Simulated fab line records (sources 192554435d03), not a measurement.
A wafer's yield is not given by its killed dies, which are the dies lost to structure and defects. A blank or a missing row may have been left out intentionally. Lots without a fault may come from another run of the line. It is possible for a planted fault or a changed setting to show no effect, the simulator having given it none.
fab line records	flow n5_finfet	part 2 of 2: steps 4 to 6 of 6
record lots=21	wafers=63	last_day=17
route steps=1938 shown BEOL_M6@1231 BEOL_M7@1266
lots untouched by any fault: they come from a run of this same line in which no faults occurred
start_h: the number of hours between the record's first day and the start of the first shown wafer of the lot	wait_h: time in hours since the lot's previous step	" the same as in the row above	L1.1+2: several wafers, shown together as one row	- no value, or no start given	* or withheld: withheld	< > ~ a bound
route shown NAME@n: names a module that has steps shown in the file, with the first one's number in the route	usual: mean and standard deviation over wafers with no fault	same: alike in all rows	chamber/n: place in a boat	sites: per-site readings	_std_site: the values' standard deviation	_edge_site: mean of outer sites minus mean of inner sites	radius_mm: for every site, how far away it sits from the centre of the wafer	mask NAME#n: copy n	behind: the most recent tool/chamber to have shaped the wafer	hold: what put the lot on hold/how long, in hours/how the hold closed	device: the n, p or np transistor that did not switch	end of line: tests run on the same wafers once the route is complete	step lacking rows: just its recipe	killed: dies lost to structure and defects at the first sort, not the wafer's yield	map: shows each die of a wafer: x if killed, . if not, _ if none is there
set.NAME: the run value of the setting; set.NAME@STEP: its run value at that earlier step	model.NAME: the simulator's own value behind a step, which no gauge read
the route's steps for a sample of lots (tables are steps, rows are wafers)
services: the hour from which a tool's chamber was out of use, counted from the record's first day as start_h (under 0 if before that day), plus the number of hours and why
## steps
# step N5_BEOL_M7_PECVD_70
# recipe material=SiO2	target_thk_a=200	temp_c=400	precursor=TEOS/O2	pressure_torr=5.5	rf_w=450	teos_flow_sccm=53.8	gas=O2	flow_sccm=3000	time_s=22.7
# usual heater_power_w=709/81	showerhead_plenum_p_Torr=8.74/0.064	throttle_valve_pct=22.4/1.3
lot.wafer	tool	chamber	start_h	wait_h	heater_power_w	showerhead_plenum_p_Torr	throttle_valve_pct
L075.1	pecvd-03	2	193.27	0.0	769	8.80	20.6
L075.3	"	1	"	"	783	8.76	21.5
L075.6	"	1	"	"	792	8.77	21.7
L074.2	pecvd-01	2	193.87	0.0	604	8.69	23.4
L074.4	"	2	"	"	618	8.72	23.3
L074.5	"	0	"	"	853	8.73	21.7
L077.2	pecvd-01	1	208.54	0.0	674	8.58	24.9
L077.3	"	1	"	"	660	8.59	24.6
L077.6	"	1	"	"	666	8.59	24.9
L078.2	pecvd-03	2	212.56	0.0	646	8.79	20.4
L078.3	"	1	"	"	759	8.78	21.7
L078.5	"	1	"	"	763	8.79	21.6
L079.1	pecvd-03	0	214.30	0.0	741	8.79	21.5
L079.4	"	1	"	"	799	8.77	21.7
L079.6	"	2	"	"	755	8.79	20.6
L076.1	pecvd-01	1	214.99	0.0	636	8.60	24.9
L076.2	"	0	"	"	843	8.71	22.1
L076.3	"	1	"	"	641	8.60	24.7
L081.2	pecvd-03	2	221.72	0.0	710	8.80	20.5
L081.3	"	0	"	"	731	8.80	21.8
L081.4	"	2	"	"	718	8.81	20.5
L080.2	pecvd-02	2	222.84	0.0	711	8.77	21.5
L080.3	"	1	"	"	615	8.74	22.1
L080.6	"	2	"	"	710	8.76	21.4
L082.1	pecvd-02	0	233.27	0.0	781	8.81	24.1
L082.2	"	1	"	"	538	8.72	22.0
L082.4	"	0	"	"	795	8.82	23.9
L084.1	pecvd-02	0	250.02	0.0	705	8.81	23.8
L084.5	"	2	"	"	650	8.77	21.6
L084.6	"	1	"	"	584	8.75	22.3
L085.4	pecvd-02	2	257.08	0.1	689	8.77	21.4
L085.5	"	1	"	"	637	8.73	22.5
L085.6	"	0	"	"	800	8.82	24.2
L087.2	pecvd-01	2	262.39	0.0	690	8.71	22.0
L087.5	"	1	"	"	650	8.62	24.8
L087.6	"	0	"	"	800	8.72	21.5
L086.1	pecvd-03	0	269.81	0.0	723	8.79	21.8
L086.3	"	1	"	"	755	8.81	21.6
L086.4	"	0	"	"	718	8.76	21.6
L088.1	pecvd-02	2	270.01	0.0	705	8.77	21.7
L088.2	"	0	"	"	795	8.80	24.2
L088.6	"	0	"	"	823	8.81	23.8
L089.1	pecvd-03	2	275.01	0.0	749	8.78	20.8
L089.3	"	1	"	"	747	8.79	22.0
L089.5	"	2	"	"	735	8.81	20.6
L091.1	pecvd-03	2	285.51	0.0	682	8.81	20.7
L091.3	"	0	"	"	690	8.76	21.7
L091.5	"	2	"	"	671	8.80	20.7
L093.1	pecvd-02	0	297.14	0.0	821	8.80	24.2
L093.3	"	2	"	"	732	8.77	21.8
L093.4	"	0	"	"	675	8.81	24.2
L094.1	pecvd-03	0	312.41	0.0	734	8.78	21.5
L094.5	"	1	"	"	705	8.78	21.7
L094.6	"	0	"	"	740	8.77	21.5
L095.2	pecvd-02	2	315.44	0.0	599	8.77	22.0
L095.3	"	1	"	"	532	8.74	22.1
L095.5	"	0	"	"	795	8.81	24.2
L096.1	pecvd-01	0	316.13	0.0	847	8.73	21.9
L096.2	"	1	"	"	569	8.61	24.7
L096.5	"	1	"	"	555	8.60	24.9
L097.2	pecvd-01	1	321.50	0.0	592	8.62	24.8
L097.3	"	2	"	"	651	8.69	22.3
L097.6	"	1	"	"	600	8.60	24.5
# step N5_BEOL_M7_STRIP_67
# recipe chemistry=CF4	resist=SiARC	power_w=300	bias_power_w=75	pressure_mtorr=50	cf4_flow_sccm=150	rf_frequency_hz=6e+07
# usual drypump_motor_current_A=5.7/0.39	oes_product_au=0.80/0.063	rf_vpp_V=271.4/1.7	showerhead_plenum_p_Torr=1.81/0.063	throttle_valve_pct=13.55/0.25
lot.wafer	tool	chamber	start_h	wait_h	drypump_motor_current_A	oes_product_au	rf_hours_counter_h	rf_vpp_V	showerhead_plenum_p_Torr	throttle_valve_pct
L075.1	rie_diel-06	1	195.81	0.0	6.1	0.85	54	271.5	1.75	13.24
L075.3	"	0	"	"	5.6	0.72	203	270.7	1.71	13.73
L075.6	"	3	"	"	5.6	0.76	-	272.6	1.85	13.54
L074.2	rie_diel-04	3	196.13	0.0	6.0	0.89	28	271.2	1.83	13.54
L074.4	"	1	"	"	5.5	0.71	215	269.9	1.79	13.78
L074.5	"	2	"	"	5.4	0.81	-	269.5	1.73	13.64
L077.2	rie_diel-02	3	209.73	0.0	5.9	0.82	81	272.7	1.90	13.22
L077.3	"	2	"	"	6.5	0.80	89	269.6	1.74	13.81
L077.6	"	2	"	"	6.5	0.80	-	271.3	1.74	13.82
L078.2	rie_diel-02	3	213.41	0.0	5.8	0.81	82	269.8	1.90	13.20
L078.3	"	1	"	"	5.6	0.88	55	275.9	1.90	13.24
L078.5	"	2	"	"	6.5	0.79	-	269.2	1.73	13.84
L079.1	rie_diel-02	1	216.39	0.0	5.6	0.88	56	274.7	1.90	13.25
L079.4	"	3	"	"	5.8	0.82	84	273.6	1.90	13.21
L079.6	"	0	"	"	5.1	0.74	-	273.1	1.87	13.83
L076.1	rie_diel-04	0	216.61	0.0	5.6	0.91	22	270.4	1.75	13.21
L076.2	"	3	"	"	6.0	0.88	34	273.4	1.83	13.57
L076.3	"	1	"	"	5.5	0.70	220	270.9	1.79	13.78
L081.2	rie_diel-04	3	225.02	0.0	6.0	0.88	37	272.9	1.83	13.60
L081.3	"	2	"	"	5.4	0.80	107	268.2	1.73	13.67
L081.4	"	0	"	"	5.6	0.90	25	271.9	1.75	13.21
L080.2	rie_diel-04	0	225.28	0.0	5.7	0.90	25	269.1	1.75	13.22
L080.3	"	3	"	"	6.0	0.87	37	272.5	1.83	13.56
L080.6	"	3	"	"	6.0	0.87	-	270.5	1.83	13.57
L082.1	rie_diel-04	1	235.10	0.0	5.5	0.69	226	268.8	1.79	13.81
L082.2	"	2	"	"	5.3	0.81	109	269.7	1.73	13.68
L082.4	"	3	"	"	6.0	0.87	40	273.1	1.83	13.59
L084.1	rie_diel-02	1	251.77	0.0	5.6	0.85	68	271.6	1.89	13.30
L084.5	"	0	"	"	5.1	0.73	-	273.3	1.86	13.86
L084.6	"	1	"	"	5.7	0.85	-	273.1	1.89	13.28
L085.4	rie_diel-04	0	258.65	0.0	5.6	0.89	36	269.4	1.75	13.24
L085.5	"	0	"	"	5.6	0.88	-	269.1	1.75	13.23
L085.6	"	3	"	"	6.0	0.86	-	271.5	1.82	13.60
L087.2	rie_diel-04	2	263.41	0.0	5.3	0.80	118	270.7	1.73	13.69
L087.5	"	1	"	"	5.5	0.69	-	270.7	1.78	13.83
L087.6	"	0	"	"	5.6	0.87	-	269.3	1.75	13.24
L086.1	rie_diel-06	3	271.75	0.0	5.6	0.74	190	272.1	1.84	13.57
L086.3	"	2	"	"	6.0	0.81	108	272.7	1.88	13.42
L086.4	"	1	"	"	6.2	0.83	-	269.1	1.74	13.30
L088.1	rie_diel-04	1	271.93	0.0	5.6	0.69	238	270.7	1.78	13.83
L088.2	"	0	"	"	5.6	0.87	40	270.0	1.75	13.25
L088.6	"	3	"	"	6.0	0.86	-	272.9	1.82	13.59
L089.1	rie_diel-06	2	277.61	0.0	6.0	0.80	111	272.0	1.88	13.43
L089.3	"	3	"	"	5.6	0.74	193	271.8	1.84	13.57
L089.5	"	3	"	"	5.6	0.74	-	272.7	1.84	13.58
L091.1	rie_diel-02	1	287.21	0.0	5.6	0.84	80	274.7	1.89	13.32
L091.3	"	3	"	"	5.8	0.81	96	273.7	1.90	13.26
L091.5	"	0	"	"	5.1	0.72	-	274.4	1.86	13.87
L093.1	rie_diel-04	1	298.74	0.0	5.5	0.68	245	269.6	1.78	13.84
L093.3	"	3	"	"	6.0	0.84	61	272.7	1.82	13.60
L093.4	"	0	"	"	5.6	0.87	-	270.6	1.75	13.28
L094.1	rie_diel-02	2	314.00	0.0	6.5	0.76	126	269.7	1.73	13.91
L094.5	"	0	"	"	5.1	0.71	-	272.2	1.86	13.91
L094.6	"	1	"	"	5.6	0.83	-	272.1	1.89	13.33
L095.2	rie_diel-04	1	317.44	0.0	5.6	0.68	250	271.2	1.78	13.86
L095.3	"	3	"	"	6.0	0.83	66	272.3	1.82	13.64
L095.5	"	2	"	"	5.3	0.79	-	270.3	1.72	13.71
L096.1	rie_diel-06	0	317.61	0.0	5.6	0.70	235	268.3	1.70	13.79
L096.2	"	1	"	"	6.2	0.81	91	270.7	1.74	13.31
L096.5	"	2	"	"	6.0	0.79	-	273.5	1.87	13.46
L097.2	rie_diel-02	0	323.60	0.0	5.1	0.71	203	272.3	1.86	13.90
L097.3	"	1	"	"	5.6	0.82	93	272.5	1.88	13.34
L097.6	"	1	"	"	5.6	0.83	-	273.7	1.89	13.33
# step N5_BEOL_M7_OVL_MEAS_29
# recipe points_per_wafer=522
# usual V6_OVL=0.0/0.65
lot.wafer	tool	chamber	start_h	wait_h	V6_OVL[nm]
L075.1	overlay-02	0	197.73	0.0	0.4
L075.3	"	0	"	"	0.1
L075.6	"	0	"	"	-1.0
L074.2	overlay-01	0	197.78	0.0	0.0
L074.4	"	0	"	"	-0.2
L074.5	"	0	"	"	-0.4
L077.2	overlay-02	0	210.74	0.0	1.1
L077.3	"	0	"	"	0.9
L077.6	"	0	"	"	-0.5
L078.2	overlay-01	0	214.07	0.0	0.2
L078.3	"	0	"	"	0.7
L078.5	"	0	"	"	0.1
L079.1	overlay-01	0	217.44	0.0	-0.8
L079.4	"	0	"	"	-0.2
L079.6	"	0	"	"	-0.3
L076.1	overlay-01	0	217.79	0.0	-0.9
L076.2	"	0	"	"	0.1
L076.3	"	0	"	"	0.0
L081.2	overlay-01	0	225.87	0.0	0.6
L081.3	"	0	"	"	-0.9
L081.4	"	0	"	"	0.8
L080.2	overlay-02	0	227.79	0.0	1.0
L080.3	"	0	"	"	0.2
L080.6	"	0	"	"	-0.4
L082.1	overlay-01	0	237.59	0.0	-1.1
L082.2	"	0	"	"	-0.1
L082.4	"	0	"	"	-1.6
L084.1	overlay-01	0	252.46	0.0	0.1
L084.5	"	0	"	"	0.2
L084.6	"	0	"	"	-0.3
L085.4	overlay-02	0	259.44	0.0	-1.1
L085.5	"	0	"	"	-0.6
L085.6	"	0	"	"	0.3
L087.2	overlay-02	0	265.73	0.0	0.0
L087.5	"	0	"	"	-0.2
L087.6	"	0	"	"	0.1
L088.1	overlay-02	0	275.18	0.0	0.7
L088.2	"	0	"	"	0.0
L088.6	"	0	"	"	1.1
L086.1	overlay-01	0	275.45	0.0	1.4
L086.3	"	0	"	"	0.3
L086.4	"	0	"	"	-0.2
L089.1	overlay-02	0	279.46	0.0	0.7
L089.3	"	0	"	"	-0.8
L089.5	"	0	"	"	-0.6
L091.1	overlay-02	0	287.90	0.0	-0.2
L091.3	"	0	"	"	-0.4
L091.5	"	0	"	"	-0.3
L093.1	overlay-02	0	304.54	0.0	-0.8
L093.3	"	0	"	"	0.3
L093.4	"	0	"	"	0.1
L094.1	overlay-01	0	315.90	0.0	-1.1
L094.5	"	0	"	"	-0.7
L094.6	"	0	"	"	-0.7
L095.2	overlay-01	0	318.23	0.0	1.1
L095.3	"	0	"	"	0.7
L095.5	"	0	"	"	0.0
L096.1	overlay-01	0	318.39	0.0	0.5
L096.2	"	0	"	"	0.4
L096.5	"	0	"	"	-0.5
L097.2	overlay-01	0	324.81	0.0	0.4
L097.3	"	0	"	"	1.4
L097.6	"	0	"	"	0.7
## services
tool	chamber	start_h	hours	kind
rie_diel-03	0	168.28	7.7	repair
rie_diel-01	-	178.16	0.7	repair
rie_diel-06	1	181.26	7.0	repair
rie_diel-06	2	187.71	4.6	repair
rie_diel-03	0	190.42	-	clean
rie_diel-03	0	190.42	-	consumable_replace:esc
rie_diel-03	0	190.42	-	consumable_replace:focus_ring
rie_diel-03	0	190.42	-	consumable_replace:showerhead
rie_diel-03	0	190.42	35.4	scheduled_down
rie_diel-05	1	213.01	3.8	repair
pecvd-03	2	214.79	5.7	repair
rie_diel-02	3	240.22	32.8	repair
rie_diel-05	2	241.53	4.6	repair
pecvd-02	-	245.16	1.7	repair
rie_diel-05	2	253.64	-	clean
rie_diel-05	2	253.64	-	consumable_replace:focus_ring
rie_diel-03	0	277.30	4.8	repair
rie_diel-04	1	279.44	3.4	repair
pecvd-03	-	291.16	6.0	pm
rie_diel-01	0	293.25	34.3	repair
rie_diel-04	2	293.66	8.2	repair
rie_diel-05	2	294.72	3.8	repair
rie_diel-05	0	303.23	6.3	repair
rie_diel-06	1	311.17	5.3	repair
